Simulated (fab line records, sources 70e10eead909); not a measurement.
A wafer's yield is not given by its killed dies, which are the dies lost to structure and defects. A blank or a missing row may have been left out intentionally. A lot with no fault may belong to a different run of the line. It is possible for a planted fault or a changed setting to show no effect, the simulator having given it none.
Which tool is to blame? || flow nand-harc || 12 lots with 35 wafers sampled at 6 steps, on a route of 1159 steps

## WHAT THE GAUGES SHOWED, per wafer
NHARC_A_BLC_OVL_MEAS_11. Usual: overlay-x-nm -0.2 nm, standard deviation 0.8; overlay-y-nm 0.1 nm, standard deviation 0.86.
{"lot": "L247", "measured": "day 17 06:18", "on": "overlay-02", "overlay-x-nm (nm)": "-0.2 0.0 -0.5", "overlay-y-nm (nm)": "-0.2 -0.1 -0.1", "flag": ""}
{"lot": "L248", "measured": "day 17 12:30", "on": "overlay-01", "overlay-x-nm (nm)": "-0.5 -0.7 -0.9", "overlay-y-nm (nm)": "0.1 -0.2 0.6", "flag": ""}
{"lot": "L249", "measured": "day 17 23:47", "on": "overlay-02", "overlay-x-nm (nm)": "-0.8 -1.1 -1.2", "overlay-y-nm (nm)": "0.7 0.1 0.5", "flag": ""}
{"lot": "L251", "measured": "day 17 23:57", "on": "overlay-02", "overlay-x-nm (nm)": "-1.1 -0.6 -1.1", "overlay-y-nm (nm)": "0.6 0.4 0.8", "flag": ""}
{"lot": "L254", "measured": "day 18 18:14", "on": "overlay-02", "overlay-x-nm (nm)": "-0.2 -0.3 -0.4", "overlay-y-nm (nm)": "0.3 0.0 -0.3", "flag": ""}
{"lot": "L259", "measured": "day 20 11:53", "on": "overlay-01", "overlay-x-nm (nm)": "0.8 0.8 0.7", "overlay-y-nm (nm)": "2.3 2.6 1.7", "flag": ""}
{"lot": "L258", "measured": "day 20 14:44", "on": "overlay-01", "overlay-x-nm (nm)": "-0.2 -0.6", "overlay-y-nm (nm)": "0.1 -0.7", "flag": ""}
{"lot": "L261", "measured": "day 21 07:09", "on": "overlay-02", "overlay-x-nm (nm)": "-0.1 -0.3 0.0", "overlay-y-nm (nm)": "0.7 1.1 1.2", "flag": ""}
{"lot": "L264", "measured": "day 21 17:25", "on": "overlay-02", "overlay-x-nm (nm)": "-0.9 -1.0 -1.0", "overlay-y-nm (nm)": "0.1 0.3 0.4", "flag": ""}
{"lot": "L263", "measured": "day 21 22:33", "on": "overlay-02", "overlay-x-nm (nm)": "1.1 0.5 0.9", "overlay-y-nm (nm)": "-1.5 -1.1 -1.1", "flag": ""}
{"lot": "L267", "measured": "day 22 03:47", "on": "overlay-02", "overlay-x-nm (nm)": "0.5 0.6 0.3", "overlay-y-nm (nm)": "-1.9 -1.3 -1.8", "flag": ""}
{"lot": "L269", "measured": "day 22 14:27", "on": "overlay-02", "overlay-x-nm (nm)": "0.4 0.8 0.8", "overlay-y-nm (nm)": "-1.1 -0.8 -0.7", "flag": ""}

NHARC_A_BLC_CD_MEAS_19. Usual: 99.6 nm for cd-nm, sd 2.3.
{"lot": "L247", "measured": "day 17 07:22", "on": "cd-sem-01", "cd-nm (nm)": "99.5 101.5 98.1", "flag": ""}
{"lot": "L248", "measured": "day 17 13:34", "on": "cd-sem-01", "cd-nm (nm)": "101.0 100.6 100.7", "flag": ""}
{"lot": "L249", "measured": "day 18 00:51", "on": "cd-sem-01", "cd-nm (nm)": "99.8 96.7 99.5", "flag": ""}
{"lot": "L251", "measured": "day 18 01:01", "on": "cd-sem-02", "cd-nm (nm)": "103.4 100.4 100.1", "flag": ""}
{"lot": "L254", "measured": "day 18 19:17", "on": "cd-sem-01", "cd-nm (nm)": "100.9 101.6 99.4", "flag": ""}
{"lot": "L259", "measured": "day 20 13:00", "on": "cd-sem-01", "cd-nm (nm)": "98.0 100.4 104.3", "flag": ""}
{"lot": "L258", "measured": "day 20 15:49", "on": "cd-sem-02", "cd-nm (nm)": "101.5 99.5", "flag": ""}
{"lot": "L261", "measured": "day 21 08:13", "on": "cd-sem-03", "cd-nm (nm)": "99.8 101.2 99.5", "flag": ""}
{"lot": "L264", "measured": "day 21 18:49", "on": "cd-sem-02", "cd-nm (nm)": "101.1 98.6 97.4", "flag": ""}
{"lot": "L263", "measured": "day 21 23:37", "on": "cd-sem-02", "cd-nm (nm)": "98.4 93.9 100.3", "flag": ""}
{"lot": "L267", "measured": "day 22 04:52", "on": "cd-sem-03", "cd-nm (nm)": "99.0 96.8 100.3", "flag": ""}
{"lot": "L269", "measured": "day 22 15:32", "on": "cd-sem-03", "cd-nm (nm)": "100.4 98.7 97.3", "flag": ""}

NHARC_A_M0_CD_MEAS_09 targets a cd of 80 nm. Usual: 80.1 nm for cd-nm, sd 0.6.
{"lot": "L247", "measured": "day 17 11:20", "on": "cd-sem-03", "cd-nm (nm)": "79.7 80.4 80.2", "flag": ""}
{"lot": "L248", "measured": "day 17 16:34", "on": "cd-sem-03", "cd-nm (nm)": "80.3 80.8 80.4", "flag": ""}
{"lot": "L249", "measured": "day 18 03:39", "on": "cd-sem-02", "cd-nm (nm)": "80.2 79.7 79.6", "flag": ""}
{"lot": "L251", "measured": "day 18 03:58", "on": "cd-sem-01", "cd-nm (nm)": "80.9 80.6 80.7", "flag": ""}
{"lot": "L254", "measured": "day 18 22:11", "on": "cd-sem-03", "cd-nm (nm)": "79.8 80.1 79.8", "flag": ""}
{"lot": "L259", "measured": "day 20 17:32", "on": "cd-sem-02", "cd-nm (nm)": "79.9 81.1 79.6", "flag": ""}
{"lot": "L258", "measured": "day 20 18:41", "on": "cd-sem-01", "cd-nm (nm)": "76.2 76.8 76.1 77.1", "flag": "OFF"}
{"lot": "L261", "measured": "day 21 16:56", "on": "cd-sem-01", "cd-nm (nm)": "77.7 77.8 77.6 77.5 77.8 77.1", "flag": "OFF"}
{"lot": "L264", "measured": "day 22 03:34", "on": "cd-sem-01", "cd-nm (nm)": "80.2 81.1 80.5", "flag": ""}
{"lot": "L263", "measured": "day 22 04:52", "on": "cd-sem-01", "cd-nm (nm)": "80.0 80.5 80.7", "flag": ""}
{"lot": "L267", "measured": "day 22 08:08", "on": "cd-sem-02", "cd-nm (nm)": "80.8 80.0 79.0", "flag": ""}
{"lot": "L269", "measured": "day 22 21:03", "on": "cd-sem-03", "cd-nm (nm)": "81.0 80.0 79.9", "flag": ""}

NHARC_END_SORT_01. Usual: defect-limited-yield 95.7 %, standard deviation 1.4; killed-at-array 25, standard deviation 9.2; killed-at-other 0.9, standard deviation 1.3; killed-at-periphery 3.3, standard deviation 2.3; killed-dies 29, standard deviation 9.6; killed-open 3.2, standard deviation 1.8; killed-short 2, standard deviation 1.4; sort_bin_2_pct 1.3 %, standard deviation 0.65; sort_bin_3_pct 0.25 %, standard deviation 0.21; sort_bin_4_pct 2.8 %, standard deviation 0.9; sort-n-pass 648, standard deviation 9.6; sort-rim-yield-pct 94 %, standard deviation 3; sort-yield-pct 95.7 %, standard deviation 1.4.
{"lot": "L258", "measured": "day 22 18:53", "on": "prober-02", "defect-limited-yield (%)": "94.8 92.6", "killed-at-array": "31 45", "killed-at-other": "0 0", "killed-at-periphery": "4 5", "killed-dies": "35 50", "killed-open": "3 4", "killed-short": "3 2", "sort_bin_2_pct (%)": "0.9 1.9", "sort_bin_3_pct (%)": "0.74 0.30", "sort_bin_4_pct (%)": "3.5 5.2", "sort-n-pass": "642 627", "sort-rim-yield-pct (%)": "91 92", "sort-yield-pct (%)": "94.8 92.6", "flag": ""}

## TOOL THAT RAN EACH LOT (tool first, then ch and the chambers of the sampled wafers, then the start)
{"lot": "L247", "NHARC_A_BLC_DEGAS_30": "pvd-sputter-02, day 17 07:59", "NHARC_A_M0_PEB_07": "litho-track-04 ch 0, day 17 11:16"}
{"lot": "L248", "NHARC_A_BLC_DEGAS_30": "pvd-sputter-03, day 17 14:11", "NHARC_A_M0_PEB_07": "litho-track-04 ch 0, day 17 16:29"}
{"lot": "L249", "NHARC_A_BLC_DEGAS_30": "pvd-sputter-03, day 18 01:27", "NHARC_A_M0_PEB_07": "litho-track-06 ch 0, day 18 03:34"}
{"lot": "L251", "NHARC_A_BLC_DEGAS_30": "pvd-sputter-01, day 18 01:38", "NHARC_A_M0_PEB_07": "litho-track-04 ch 0, day 18 03:53"}
{"lot": "L254", "NHARC_A_BLC_DEGAS_30": "pvd-sputter-02, day 18 19:53", "NHARC_A_M0_PEB_07": "litho-track-01 ch 0, day 18 22:06"}
{"lot": "L259", "NHARC_A_BLC_DEGAS_30": "pvd-sputter-02, day 20 13:36", "NHARC_A_M0_PEB_07": "litho-track-01 ch 0, day 20 17:27"}
{"lot": "L258", "NHARC_A_BLC_DEGAS_30": "pvd-sputter-01, day 20 16:25", "NHARC_A_M0_PEB_07": "litho-track-01 ch 0, day 20 18:36"}
{"lot": "L261", "NHARC_A_BLC_DEGAS_30": "pvd-sputter-01, day 21 08:50", "NHARC_A_M0_PEB_07": "litho-track-01 ch 0, day 21 16:52"}
{"lot": "L264", "NHARC_A_BLC_DEGAS_30": "pvd-sputter-02, day 21 19:26", "NHARC_A_M0_PEB_07": "litho-track-04 ch 0, day 22 03:29"}
{"lot": "L263", "NHARC_A_BLC_DEGAS_30": "pvd-sputter-01, day 22 00:13", "NHARC_A_M0_PEB_07": "litho-track-04 ch 0, day 22 04:46"}
{"lot": "L267", "NHARC_A_BLC_DEGAS_30": "pvd-sputter-03, day 22 05:28", "NHARC_A_M0_PEB_07": "litho-track-06 ch 0, day 22 08:04"}
{"lot": "L269", "NHARC_A_BLC_DEGAS_30": "pvd-sputter-03, day 22 16:08", "NHARC_A_M0_PEB_07": "litho-track-06 ch 0, day 22 20:58"}
- NHARC_A_BLC_DEGAS_30: time 60 s.
- NHARC_A_M0_PEB_07: peb time 65 s.

## AS READ BY THE TOOLS THEMSELVES (means over the sampled wafers that have a number; for cases with no such wafer, the mark the record gives instead)
NHARC_A_BLC_DEGAS_30. Usual: 447 W for heater-power-w, sd 37.
{"lot": "L247", "tool": "pvd-sputter-02", "heater-power-w (W)": 410, "flag": ""}
{"lot": "L248", "tool": "pvd-sputter-03", "heater-power-w (W)": 476, "flag": ""}
{"lot": "L249", "tool": "pvd-sputter-03", "heater-power-w (W)": 458, "flag": ""}
{"lot": "L251", "tool": "pvd-sputter-01", "heater-power-w (W)": 458, "flag": ""}
{"lot": "L254", "tool": "pvd-sputter-02", "heater-power-w (W)": 436, "flag": ""}
{"lot": "L259", "tool": "pvd-sputter-02", "heater-power-w (W)": 433, "flag": ""}
{"lot": "L258", "tool": "pvd-sputter-01", "heater-power-w (W)": 454, "flag": ""}
{"lot": "L261", "tool": "pvd-sputter-01", "heater-power-w (W)": 459, "flag": ""}
{"lot": "L264", "tool": "pvd-sputter-02", "heater-power-w (W)": 429, "flag": ""}
{"lot": "L263", "tool": "pvd-sputter-01", "heater-power-w (W)": 444, "flag": ""}
{"lot": "L267", "tool": "pvd-sputter-03", "heater-power-w (W)": 466, "flag": ""}
{"lot": "L269", "tool": "pvd-sputter-03", "heater-power-w (W)": 482, "flag": ""}

NHARC_A_M0_PEB_07. Usual: heater-power-total-W 156.6 W, standard deviation 0.44; plate-temp-C 100.01 C, standard deviation 0.14; resist-line-temp-C 23.00 C, standard deviation 0.098.
{"lot": "L247", "tool": "litho-track-04", "heater-power-total-W (W)": 157.1, "plate-temp-C (C)": 100.18, "resist-line-temp-C (C)": 23.07, "flag": ""}
{"lot": "L248", "tool": "litho-track-04", "heater-power-total-W (W)": 156.2, "plate-temp-C (C)": 100.02, "resist-line-temp-C (C)": 23.01, "flag": ""}
{"lot": "L249", "tool": "litho-track-06", "heater-power-total-W (W)": 156.9, "plate-temp-C (C)": 100.04, "resist-line-temp-C (C)": 23.14, "flag": ""}
{"lot": "L251", "tool": "litho-track-04", "heater-power-total-W (W)": 156.6, "plate-temp-C (C)": 100.04, "resist-line-temp-C (C)": 23.00, "flag": ""}
{"lot": "L254", "tool": "litho-track-01", "heater-power-total-W (W)": 156.3, "plate-temp-C (C)": 99.92, "resist-line-temp-C (C)": 23.13, "flag": ""}
{"lot": "L259", "tool": "litho-track-01", "heater-power-total-W (W)": 157.0, "plate-temp-C (C)": 99.93, "resist-line-temp-C (C)": 23.05, "flag": ""}
{"lot": "L258", "tool": "litho-track-01", "heater-power-total-W (W)": 154.8, "plate-temp-C (C)": 99.32, "resist-line-temp-C (C)": 23.02, "flag": "OFF"}
{"lot": "L261", "tool": "litho-track-01", "heater-power-total-W (W)": 155.1, "plate-temp-C (C)": 99.25, "resist-line-temp-C (C)": 22.98, "flag": "OFF"}
{"lot": "L264", "tool": "litho-track-04", "heater-power-total-W (W)": 156.8, "plate-temp-C (C)": 100.10, "resist-line-temp-C (C)": 23.00, "flag": ""}
{"lot": "L263", "tool": "litho-track-04", "heater-power-total-W (W)": 156.2, "plate-temp-C (C)": 100.10, "resist-line-temp-C (C)": 22.95, "flag": ""}
{"lot": "L267", "tool": "litho-track-06", "heater-power-total-W (W)": 157.1, "plate-temp-C (C)": 99.98, "resist-line-temp-C (C)": 23.11, "flag": ""}
{"lot": "L269", "tool": "litho-track-06", "heater-power-total-W (W)": 156.7, "plate-temp-C (C)": 100.19, "resist-line-temp-C (C)": 23.03, "flag": ""}

## THE ANSWER, worked out from the rows above alone
Rule: a lot is off if the mean of its wafers that have a number lies more than 3 standard deviations from the usual mean. Also off: a lot with no number at a reading for which 4 or more lots have one. Any other lot the step has rows for is counted as sound. After the gauges, taken in route order, come the tools' own readings; for these a lot's mean is taken, as printed above. At the first step where some lot is off, the reading lying furthest off is the one used; lots without a number count as furthest.
Off at NHARC_A_M0_CD_MEAS_09 (cd-nm): L258, L261.
A tool fits if, at a process step before that reading, it ran every lot that is off, and no sound lot after the first of them. The gauges at NHARC_A_M0_CD_MEAS_09 aren't tried: what is off there is off at NHARC_A_M0_PEB_07 too, on other tools, and a gauge's error can't cause that. One fits: NHARC_A_M0_PEB_07 on litho-track-01. A fault onset in the window from L259 (day 20 17:27, its last sound lot) to L258 (day 20 18:36, its first lot off) fits.
The tool's own readings at NHARC_A_M0_PEB_07 bear it out: on the lots that are off they differ by more than 5 times the standard deviation of the sound lots' means. heater-power-total-W reads 154.9 W there against 156.7 W on the sound lots; plate-temp-C reads 99.28 C there against 100.05 C on the sound lots.

## WHAT HAD BEEN PUT IN BY THE SIMULATOR
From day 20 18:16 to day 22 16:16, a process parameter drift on litho-track-01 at NHARC_A_M0_PEB_07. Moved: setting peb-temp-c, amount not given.
Shown lots that were struck: L258, L261. The rule above found the same.
